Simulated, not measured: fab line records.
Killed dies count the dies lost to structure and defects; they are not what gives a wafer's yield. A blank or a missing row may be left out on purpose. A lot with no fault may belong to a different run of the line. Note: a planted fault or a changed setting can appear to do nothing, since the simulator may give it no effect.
A lot that was struck, set against a sound lot -- flow nandHarc -- 14 steps out of a route of 1302
Sound: these wafers, L681.1, L681.2, L681.5. Wafers struck: L686.2, L686.4, L686.6. Last of all comes the cause.
For every step that has rows: the tool of each side, followed by ch and its chambers, followed by its first start. Under that, the readings that differ: sound wafers -- struck wafers -- difference of the means -- sigmas: that difference in standard deviations of wafers without a fault.
alike: readings whose means differ by less than 2 such deviations, and words and numbers that are the same on both sides. not compared: withheld readings, readings that some wafer has no value for, bounds like >300 that may hide the same value, and numbers for which the record gives no deviation and whose values overlap.
The two part at a step that has a row with sigmas, a row that says differs or no value, or rows on one side only. Numbers that have no deviation but don't overlap get no sigmas and don't part them. A reading missing from all wafers of one side parts the sides only when that side holds two or more wafers.

NHARC_P_GATE_DESCUM_61: chemistry O2, time 3 s.
  sound on rieDiel-10 ch 0,2, day 7 10:36; struck on rieDiel-09 ch 0,2,3, day 9 03:43
  alike: drypumpMotorCurrentA, oesProductAu, rfVppV, showerheadPlenumPTorr, throttleValvePct
  not compared: rfHoursCounterH
following that, these wafers have no rows for 1 step: NHARC_P_GATE_IMPLANT_62.
NHARC_P_GATE_STRIP_112: strips in N2/H2, time 200 s.
  sound on plasmaAsher-01 ch 0,1, day 7 11:09; struck on plasmaAsher-02 ch 0, day 9 04:07
  alike: drypumpMotorCurrentA, heaterPowerW
  not compared: rfHoursCounterH
NHARC_P_GATE_STRIP_76: strips in O2.
  sound on plasmaAsher-01 ch 0,1, day 7 11:25; struck on plasmaAsher-02 ch 0, day 9 04:20
  alike: drypumpMotorCurrentA, heaterPowerW
  not compared: rfHoursCounterH
then, 8 steps without rows for these wafers: NHARC_P_GATE_STRIP_63 (strips in SPM, time 900 s); NHARC_P_GATE_DEHYDRATE_83 (time 120 s); NHARC_P_GATE_HMDS_84 (time 30 s); NHARC_P_GATE_COAT_85; NHARC_P_GATE_SOFTBAKE_86 (time 95 s); NHARC_P_GATE_EBR_87; NHARC_P_GATE_EXPOSE_88 (exposes mask P HVN, target cd 2000 nm); NHARC_P_GATE_PEB_89 (peb time 85 s).
NHARC_P_GATE_DEVELOP_90: time 70 s.
  sound on lithoTrack-02 ch 0, day 7 12:00; struck on lithoTrack-05, day 9 05:00
  no value came back on the struck wafers for chillPlateTempC (C), exhaustPa (Pa), resistLineTempC (C), timeS (s); on the sound wafers chillPlateTempC (C) reads 22.86 23.07 23.09
NHARC_P_GATE_CD_MEAS_91: the cd target is 2000 nm.
  sound on cdSem-02 ch 0, day 7 12:20; struck on cdSem-03 ch 0, day 9 05:15
  alike: cdNm

## WHERE THEY PART
Only at NHARC_P_GATE_DEVELOP_90, as far as this record shows. Later steps at which nothing parts them and some readings are alike: NHARC_P_GATE_CD_MEAS_91.

WHY: the cause the simulator had injected
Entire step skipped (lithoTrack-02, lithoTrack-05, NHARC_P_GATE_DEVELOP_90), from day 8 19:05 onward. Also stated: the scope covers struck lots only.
